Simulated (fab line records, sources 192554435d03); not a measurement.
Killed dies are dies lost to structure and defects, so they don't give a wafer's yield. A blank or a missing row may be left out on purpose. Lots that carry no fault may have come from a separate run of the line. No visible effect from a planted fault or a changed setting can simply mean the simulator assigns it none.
fab line records | flow n5Finfet | part 1 of 2: steps 1 to 4 of 6
record lots=21 wafers=63 lastDay=17
route steps=1938 shown BEOL_M0_SAQP@667 BEOL_M0_CUTY@713
lots that met no fault: from a run of the same line without faults
startH: hours from the record's opening day to when the first of the lot's shown wafers began | waitH: hours since the lot's step before | " identical to the entry in the row above | L1.1+2: several wafers, shown together as one row | - no value, or no start was given | * or withheld: withheld | < > ~ a bound
route shown NAME@n: names a module that has steps shown in the file, with the first one's number in the route | usual: mean and standard deviation over wafers with no fault | same: alike in all rows | chamber/n: place in a boat | sites: readings site by site | _std_site: their standard deviation | _edge_site: inner sites' mean taken away from outer sites' mean | radiusMm: how far each site lies from the wafer's centre | mask NAME#n: copy n | behind: the last tool/chamber to shape the wafer | hold: what put the lot on hold/how long, in hours/how the hold closed | device: names the non-switching transistor (n, p or np) | end of line: tests run on the same wafers once the route is complete | step lacking rows: just its recipe | killed: not the wafer's yield, but the dies lost to structure and defects at the first sort | map: the dies of a wafer, with x for killed, . for not killed, _ for no die there
set.NAME: the setting the step ran with; set.NAME@STEP: the setting that earlier step ran with | model.NAME: the simulator's own value behind a step, which no gauge read
the route's steps for a sample of lots (tables are steps, rows are wafers)
services: a tool's chamber out of use, with start hour (startH, from the record's first day; less than 0 if before it), hours out, and reason
## steps
# step N5_BEOL_M0_SAQP_ETCH_101
# recipe chemistry=CH3F/O2 target=SiNx maskMaterial=SiO2 targetDepthA=299 timeS=42.7 pressureMtorr=30 sourceW=395 biasW=73 Ar_flow_sccm=150 CH3F_flow_sccm=30 O2_flow_sccm=20 ionEnergyEv=120
# usual drypumpMotorCurrentA=5.5/0.48 oes_ar_750_au=0.78/0.063 oesProductAu=0.77/0.066 rfVppV=296/5 showerheadPlenumPTorr=2.02/0.088 throttleValvePct=16.45/0.2
# columns lot.wafer tool chamber startH waitH drypumpMotorCurrentA oes_ar_750_au oesProductAu rfHoursCounterH rfVppV showerheadPlenumPTorr throttleValvePct
L074.1 rieDiel-02 1 108.04 0.0 4.9 0.74 0.72 181 297 1.92 16.11
L074.2 " 0 " " 5.3 0.76 0.74 148 297 2.01 16.62
L074.4 " 3 " " 5.6 0.90 0.89 - 296 2.14 16.31
L075.1 rieDiel-03 2 118.64 0.0 6.4 0.75 0.75 140 305 2.08 16.18
L075.3 " 3 " " 5.9 0.78 0.79 90 304 2.10 16.34
L075.4 " 0 " " 5.3 0.76 0.75 160 289 2.00 16.63
L076.2 rieDiel-02 3 121.17 0.1 5.6 0.89 0.88 36 296 2.14 16.33
L076.3 " 2 " " 6.1 0.79 0.80 94 296 1.86 16.62
L076.5 " 3 " " 5.6 0.89 0.89 - 296 2.14 16.32
L078.1 rieDiel-03 0 132.25 0.0 5.3 0.76 0.75 164 288 2.00 16.64
L078.5 " 3 " " 5.8 0.78 0.79 - 305 2.10 16.37
L078.6 " 0 " " 5.3 0.75 0.74 - 289 2.00 16.63
L079.1 rieDiel-02 0 143.09 0.0 5.3 0.75 0.74 158 297 2.01 16.62
L079.3 " 1 " " 4.9 0.73 0.72 193 297 1.92 16.14
L079.4 " 2 " " 6.1 0.79 0.79 102 297 1.86 16.64
L080.3 rieDiel-03 3 149.12 0.2 5.8 0.78 0.79 100 305 2.10 16.37
L080.4 " 2 " " 6.4 0.75 0.76 149 305 2.08 16.18
L080.5 " 2 " " 6.4 0.75 0.76 - 305 2.08 16.18
L081.1 rieDiel-03 1 151.33 0.1 5.2 0.73 0.74 147 286 2.01 16.60
L081.5 " 3 " " 5.8 0.77 0.78 - 306 2.09 16.38
L081.6 " 0 " " 5.3 0.76 0.74 - 288 2.00 16.64
L082.3 rieDiel-02 1 154.46 0.0 4.9 0.73 0.71 197 298 1.91 16.15
L082.4 " 2 " " 6.1 0.79 0.79 104 296 1.85 16.62
L082.6 " 0 " " 5.3 0.75 0.74 - 297 2.01 16.62
L083.2 rieDiel-03 2 165.62 0.0 6.4 0.75 0.75 151 307 2.08 16.19
L083.4 " 3 " " 5.8 0.77 0.78 104 306 2.09 16.41
L083.5 " 0 " " 5.3 0.75 0.74 - 287 2.00 16.67
L084.2 rieDiel-02 0 170.88 0.0 5.3 0.75 0.74 166 297 2.01 16.64
L084.5 " 0 " " 5.3 0.75 0.73 - 297 2.01 16.66
L084.6 " 3 " " 5.6 0.87 0.86 - 298 2.13 16.36
L085.2 rieDiel-01 3 179.43 0.0 5.2 0.77 0.76 155 294 2.01 16.64
L085.3 " 0 " " 6.2 0.71 0.70 187 297 2.07 16.46
L085.4 " 2 " " 4.8 0.94 0.93 - 293 2.13 16.22
L086.1 rieDiel-02 0 188.37 0.0 5.3 0.74 0.74 171 297 2.00 16.66
L086.3 " 3 " " 5.6 0.86 0.87 56 297 2.13 16.34
L086.4 " 1 " " 4.9 0.72 0.71 205 297 1.91 16.17
L087.4 rieDiel-03 1 191.58 0.0 5.2 0.73 0.73 156 288 2.00 16.62
L087.5 " 0 " " 5.3 0.75 0.73 - 288 1.99 16.68
L087.6 " 3 " " 5.8 0.76 0.77 - 305 2.09 16.39
L089.1 rieDiel-01 2 199.22 0.0 4.8 0.92 0.92 23 294 2.13 16.24
L089.3 " 3 " " 5.2 0.77 0.76 162 293 2.01 16.64
L089.4 " 0 " " 6.2 0.71 0.71 194 297 2.07 16.46
L090.1 rieDiel-02 1 205.78 0.0 4.9 0.72 0.70 209 297 1.91 16.17
L090.4 " 2 " " 6.1 0.78 0.78 117 296 1.85 16.67
L090.6 " 2 " " 6.1 0.77 0.78 - 295 1.85 16.68
L091.2 rieDiel-02 3 213.49 0.0 5.6 0.85 0.85 62 295 2.13 16.39
L091.3 " 1 " " 4.9 0.71 0.70 211 298 1.91 16.18
L091.5 " 1 " " 4.9 0.72 0.70 - 298 1.91 16.18
L093.3 rieDiel-03 1 220.62 0.0 5.2 0.73 0.71 165 287 2.00 16.65
L093.4 " 3 " " 5.9 0.76 0.76 - 305 2.09 16.41
L093.5 " 1 " " 5.2 0.73 0.72 - 288 2.00 16.64
L094.1 rieDiel-01 2 230.85 0.0 4.8 0.90 0.91 32 293 2.12 16.26
L094.4 " 0 " " 6.2 0.70 0.69 202 297 2.06 16.50
L094.6 " 3 " " 5.2 0.77 0.76 - 293 2.00 16.67
L095.1 rieDiel-02 0 236.36 0.0 5.3 0.74 0.71 185 296 2.00 16.68
L095.3 " 2 " " 6.1 0.76 0.77 126 295 1.85 16.69
L095.4 " 3 " " 5.6 0.84 0.84 70 297 2.13 16.39
L096.1 rieDiel-02 3 243.16 0.1 5.6 0.84 0.83 72 296 2.12 16.38
L096.3 " 2 " " 6.1 0.77 0.77 128 297 1.85 16.69
L096.5 " 3 " " 5.6 0.84 0.83 - 296 2.12 16.39
L097.3 rieDiel-02 0 247.04 0.4 5.3 0.73 0.71 189 296 2.00 16.69
L097.4 " 1 " " 4.9 0.70 0.70 222 297 1.91 16.19
L097.6 " 0 " " 5.3 0.74 0.72 - 296 2.00 16.69
# step N5_BEOL_M0_SAQP_ETCH_102
# recipe chemistry=CF4 target=SiO2 targetDepthA=40 ionEnergyEv=350 timeS=4.4 pressureMtorr=10 icpW=800 biasW=400 cf4FlowSccm=80
# usual drypumpMotorCurrentA=5.5/0.46 heBacksideLeakSccm=2.6/0.32 oesProductAu=0.999/0.022 throttleValvePct=21.79/0.26
# columns lot.wafer tool chamber startH waitH drypumpMotorCurrentA heBacksideLeakSccm oesProductAu rfHoursCounterH throttleValvePct
L074.1 rieSi-04 2 108.15 0.1 5.7 2.8 0.971 20 21.30
L074.2 " 3 " " 5.5 2.6 1.029 114 21.96
L074.4 " 0 " " 5.8 3.0 1.002 169 21.58
L075.1 rieSi-02 0 118.75 0.1 5.5 2.9 0.974 134 21.76
L075.3 " 3 " " 5.6 2.5 1.011 25 21.79
L075.4 " 2 " " 6.1 2.3 0.996 45 21.91
L076.2 rieSi-04 2 121.28 0.1 5.7 2.8 0.966 20 21.28
L076.3 " 3 " " 5.6 2.5 1.029 114 21.96
L076.5 " 1 " " 6.2 2.4 1.014 - 21.99
L078.1 rieSi-01 2 132.35 0.1 4.8 3.0 1.044 48 21.69
L078.5 " 1 " " 5.3 2.4 0.971 - 21.76
L078.6 " 0 " " 4.8 2.5 0.995 - 22.31
L079.1 rieSi-04 0 143.20 0.1 5.8 3.0 0.995 170 21.57
L079.3 " 1 " " 6.2 2.4 1.012 68 21.98
L079.4 " 2 " " 5.7 2.8 0.960 20 21.28
L080.3 rieSi-02 3 149.23 0.1 5.6 2.5 1.015 26 21.81
L080.4 " 2 " " 6.2 2.3 0.999 46 21.91
L080.5 " 2 " " 6.2 2.3 1.003 - 21.92
L081.1 rieSi-01 0 151.44 0.1 4.9 2.4 0.993 136 22.32
L081.5 " 2 " " 4.8 2.9 1.028 - 21.65
L081.6 " 1 " " 5.3 2.6 0.965 - 21.74
L082.3 rieSi-01 3 154.56 0.1 5.2 2.9 1.011 164 21.63
L082.4 " 2 " " 4.8 2.7 1.039 48 21.66
L082.6 " 0 " " 4.8 2.6 0.995 - 22.34
L083.2 rieSi-04 0 165.73 0.1 5.8 3.1 0.992 171 21.57
L083.4 " 1 " " 6.1 2.3 1.008 68 21.99
L083.5 " 0 " " 5.8 3.0 0.995 - 21.58
L084.2 rieSi-04 0 170.98 0.1 5.8 2.9 0.996 171 21.59
L084.5 " 2 " " 5.7 2.8 0.962 - 21.30
L084.6 " 3 " " 5.5 2.6 1.027 - 21.97
L085.2 rieSi-01 3 179.53 0.1 5.2 2.8 1.016 165 21.64
L085.3 " 1 " " 5.3 4.5 0.971 80 21.75
L085.4 " 0 " " 4.8 2.3 1.001 - 22.34
L086.1 rieSi-02 1 188.47 0.1 6.0 2.6 1.023 2 21.47
L086.3 " 2 " " 6.2 2.6 0.989 46 21.90
L086.4 " 3 " " 5.6 2.4 0.994 26 21.81
L087.4 rieSi-02 1 191.68 0.1 6.0 2.8 1.037 2 21.48
L087.5 " 2 " " 6.2 2.5 0.998 - 21.91
L087.6 " 3 " " 5.6 2.6 1.007 - 21.82
L089.1 rieSi-02 0 199.33 0.1 5.5 2.8 0.979 135 21.75
L089.3 " 2 " " 6.2 2.4 1.005 47 21.90
L089.4 " 1 " " 5.9 2.6 1.037 2 21.46
L090.1 rieSi-01 2 205.89 0.1 4.8 2.9 1.037 49 21.68
L090.4 " 0 " " 4.9 2.5 0.997 137 22.32
L090.6 " 1 " " 5.3 2.5 0.956 - 21.75
L091.2 rieSi-02 2 213.59 0.1 6.2 2.3 1.013 47 21.93
L091.3 " 0 " " 5.5 3.0 0.983 135 21.75
L091.5 " 2 " " 6.2 2.4 0.988 - 21.92
L093.3 rieSi-02 0 220.73 0.1 5.4 3.0 0.980 136 21.74
L093.4 " 1 " " 6.0 2.5 1.024 3 21.45
L093.5 " 2 " " 6.2 2.3 0.996 - 21.92
L094.1 rieSi-01 1 230.96 0.1 5.2 2.5 0.969 81 21.75
L094.4 " 0 " " 4.8 2.3 1.002 137 22.31
L094.6 " 0 " " 4.8 2.5 0.993 - 22.33
L095.1 rieSi-01 2 236.46 0.1 4.8 2.9 1.020 50 21.67
L095.3 " 0 " " 4.9 2.5 0.982 138 22.32
L095.4 " 3 " " 5.2 2.9 1.003 166 21.63
L096.1 rieSi-01 1 243.27 0.1 5.3 2.6 0.960 81 21.74
L096.3 " 0 " " 4.9 2.4 0.992 138 22.32
L096.5 " 0 " " 4.8 2.5 0.989 - 22.31
L097.3 rieSi-01 2 247.15 0.1 4.8 2.9 1.021 50 21.68
L097.4 " 1 " " 5.3 2.9 0.959 81 21.76
L097.6 " 1 " " 5.3 2.4 0.966 - 21.75
# step N5_BEOL_M0_SAQP_OVL_MEAS_41
# recipe pointsPerWafer=522
# usual M0_CUT1_OVL=0.0/0.63
# columns lot.wafer tool chamber startH waitH M0_CUT1_OVL[nm]
L074.1 overlay-02 0 110.31 0.0 0.0
L074.2 " 0 " " 0.7
L074.4 " 0 " " 0.5
L075.1 overlay-02 0 120.70 0.0 -1.1
L075.3 " 0 " " 0.1
L075.4 " 0 " " -0.5
L076.2 overlay-01 0 123.32 0.0 0.9
L076.3 " 0 " " 0.4
L076.5 " 0 " " 0.7
L078.1 overlay-02 0 134.69 0.0 0.0
L078.5 " 0 " " -0.1
L078.6 " 0 " " -0.6
L079.1 overlay-01 0 145.54 0.0 0.0
L079.3 " 0 " " 0.0
L079.4 " 0 " " 0.1
L080.3 overlay-02 0 151.81 0.0 0.0
L080.4 " 0 " " -0.6
L080.5 " 0 " " 0.5
L081.1 overlay-01 0 153.44 0.0 1.0
L081.5 " 0 " " 0.4
L081.6 " 0 " " 0.6
L082.3 overlay-02 0 157.50 0.0 -0.6
L082.4 " 0 " " -0.2
L082.6 " 0 " " -0.8
L083.2 overlay-01 0 168.80 0.0 1.1
L083.4 " 0 " " 0.2
L083.5 " 0 " " 0.4
L084.2 overlay-02 0 173.36 0.0 -1.0
L084.5 " 0 " " -0.3
L084.6 " 0 " " -0.5
L085.2 overlay-02 0 181.70 0.0 -0.5
L085.3 " 0 " " 0.2
L085.4 " 0 " " -1.1
L086.1 overlay-02 0 191.54 0.0 -0.2
L086.3 " 0 " " -0.2
L086.4 " 0 " " -0.3
L087.4 overlay-02 0 193.78 0.0 0.0
L087.5 " 0 " " -1.0
L087.6 " 0 " " -0.6
L089.1 overlay-02 0 201.28 0.0 -0.6
L089.3 " 0 " " 0.0
L089.4 " 0 " " 0.3
L090.1 overlay-01 0 208.18 0.0 -0.6
L090.4 " 0 " " 0.8
L090.6 " 0 " " 0.9
L091.2 overlay-02 0 215.55 0.0 -0.2
L091.3 " 0 " " 0.8
L091.5 " 0 " " 0.2
L093.3 overlay-02 0 223.03 0.0 -0.7
L093.4 " 0 " " 0.0
L093.5 " 0 " " 0.5
L094.1 overlay-02 0 233.03 0.0 -0.5
L094.4 " 0 " " -0.2
L094.6 " 0 " " 0.6
L095.1 overlay-01 0 238.41 0.0 -0.4
L095.3 " 0 " " -1.0
L095.4 " 0 " " -0.6
L096.1 overlay-02 0 245.27 0.0 0.2
L096.3 " 0 " " -0.3
L096.5 " 0 " " -0.2
L097.3 overlay-01 0 249.45 0.0 -1.1
L097.4 " 0 " " -0.3
L097.6 " 0 " " -1.0
# step N5_BEOL_M0_SAQP_ETCH_88
# recipe chemistry=N2/H2 target=underlayer targetDepthA=65 timeS=5.2 ionEnergyEv=200 maskMaterial=CAR-EUV pressureMtorr=30 sourceW=840 biasW=150 n2FlowSccm=200 h2FlowSccm=200 ends=cleared
# usual drypumpMotorCurrentA=5.6/0.48 etchRfOnTimeS=5.22/0.086 oesProductAu=0.65/0.044 rfVppV=524/3.6 showerheadPlenumPTorr=2.55/0.12 throttleValvePct=17.91/0.24
# columns lot.wafer tool chamber startH waitH drypumpMotorCurrentA etchRfOnTimeS oesProductAu rfHoursCounterH rfVppV showerheadPlenumPTorr throttleValvePct
L074.1 rieDiel-01 3 111.05 0.0 5.2 4.92 0.67 136 524 2.55 18.04
L074.2 " 0 " " 6.2 5.32 0.60 167 526 2.65 18.04
L074.4 " 1 " " 5.8 5.18 0.77 - 529 2.72 18.07
L075.1 rieDiel-03 2 120.82 0.0 6.4 5.24 0.64 141 525 2.66 17.70
L075.3 " 0 " " 5.3 5.30 0.64 160 524 2.53 17.99
L075.4 " 3 " " 5.9 5.35 0.67 90 527 2.68 17.91
L076.2 rieDiel-03 3 123.45 0.0 5.9 5.25 0.67 91 525 2.68 17.91
L076.3 " 2 " " 6.4 5.21 0.64 141 528 2.66 17.72
L076.5 " 0 " " 5.3 5.18 0.65 - 524 2.53 17.98
L078.1 rieDiel-02 3 134.82 0.0 5.6 5.19 0.74 41 530 2.68 17.60
L078.5 " 0 " " 5.3 5.23 0.63 - 522 2.56 18.25
L078.6 " 3 " " 5.6 5.25 0.76 - 528 2.68 17.63
L079.1 rieDiel-03 1 145.67 0.0 5.2 5.27 0.63 145 524 2.54 18.09
L079.3 " 2 " " 6.4 5.22 0.64 149 527 2.66 17.75
L079.4 " 3 " " 5.8 5.22 0.67 99 527 2.68 17.94
L080.3 rieDiel-03 2 151.94 0.0 6.4 5.20 0.64 150 525 2.66 17.73
L080.4 " 3 " " 5.8 5.25 0.67 101 527 2.68 17.94
L080.5 " 1 " " 5.2 5.26 0.63 - 525 2.54 18.12
L081.1 rieDiel-02 3 153.56 0.0 5.6 5.23 0.75 46 530 2.68 17.63
L081.5 " 0 " " 5.3 5.28 0.62 - 522 2.56 18.23
L081.6 " 1 " " 4.9 5.38 0.60 - 521 2.41 17.50
L082.3 rieDiel-02 0 157.62 0.0 5.3 5.25 0.63 163 523 2.56 18.22
L082.4 " 2 " " 6.1 5.01 0.68 105 519 2.34 18.07
L082.6 " 0 " " 5.3 5.23 0.63 - 524 2.56 18.24
L083.2 rieDiel-03 0 168.92 0.0 5.3 5.22 0.63 176 525 2.52 18.02
L083.4 " 3 " " 5.8 5.32 0.65 - 527 2.67 17.94
L083.5 " 0 " " 5.3 5.24 0.63 - 523 2.52 18.02
L084.2 rieDiel-02 1 173.48 0.0 4.9 5.26 0.60 201 523 2.41 17.50
L084.5 " 2 " " 6.1 5.07 0.67 - 517 2.34 18.06
L084.6 " 3 " " 5.6 5.17 0.74 - 529 2.68 17.67
L085.2 rieDiel-03 2 181.87 0.0 6.5 5.28 0.63 156 528 2.66 17.74
L085.3 " 3 " " 5.9 5.35 0.65 109 528 2.67 17.94
L085.4 " 1 " " 5.2 5.28 0.62 154 523 2.53 18.11
L086.1 rieDiel-03 2 191.70 0.0 6.5 5.15 0.64 158 528 2.65 17.73
L086.3 " 1 " " 5.2 5.24 0.62 156 520 2.53 18.11
L086.4 " 0 " " 5.3 5.21 0.63 181 524 2.52 18.04
L087.4 rieDiel-03 1 193.89 0.0 5.2 5.31 0.62 157 525 2.53 18.12
L087.5 " 3 " " 5.8 5.31 0.64 - 528 2.67 17.97
L087.6 " 2 " " 6.4 5.24 0.63 - 529 2.65 17.73
L089.1 rieDiel-02 2 201.41 0.0 6.1 5.03 0.68 116 521 2.34 18.05
L089.3 " 1 " " 4.9 5.26 0.60 208 522 2.40 17.53
L089.4 " 0 " " 5.3 5.29 0.62 174 527 2.55 18.27
L090.1 rieDiel-02 3 208.31 0.0 5.6 5.24 0.72 61 528 2.67 17.67
L090.4 " 0 " " 5.3 5.35 0.62 176 522 2.55 18.24
L090.6 " 3 " " 5.6 5.19 0.74 - 528 2.67 17.69
L091.2 rieDiel-02 1 215.90 0.0 4.9 5.30 0.60 211 519 2.40 17.52
L091.3 " 0 " " 5.3 5.30 0.62 178 523 2.55 18.28
L091.5 " 3 " " 5.6 5.17 0.72 - 527 2.67 17.66
L093.3 rieDiel-02 1 223.18 0.0 4.9 5.29 0.60 214 519 2.40 17.51
L093.4 " 3 " " 5.6 5.15 0.73 66 528 2.67 17.66
L093.5 " 2 " " 6.1 5.13 0.65 - 519 2.34 18.08
L094.1 rieDiel-02 2 233.69 0.0 6.1 5.03 0.65 125 520 2.33 18.12
L094.4 " 0 " " 5.3 5.29 0.61 184 525 2.55 18.29
L094.6 " 1 " " 4.9 5.27 0.60 - 520 2.40 17.53
L095.1 rieDiel-02 3 238.64 0.0 5.6 5.15 0.72 71 527 2.67 17.68
L095.3 " 1 " " 4.9 5.30 0.60 219 522 2.40 17.55
L095.4 " 0 " " 5.3 5.28 0.62 186 522 2.55 18.28
L096.1 rieDiel-01 0 245.40 0.0 6.2 5.38 0.59 207 527 2.64 18.09
L096.3 " 3 " " 5.2 4.99 0.65 175 524 2.53 18.13
L096.5 " 1 " " 5.8 5.24 0.70 - 526 2.70 18.12
L097.3 rieDiel-02 1 249.56 0.0 4.9 5.30 0.60 223 520 2.40 17.52
L097.4 " 0 " " 5.3 5.31 0.61 190 526 2.54 18.30
L097.6 " 1 " " 4.9 5.28 0.59 - 521 2.40 17.54
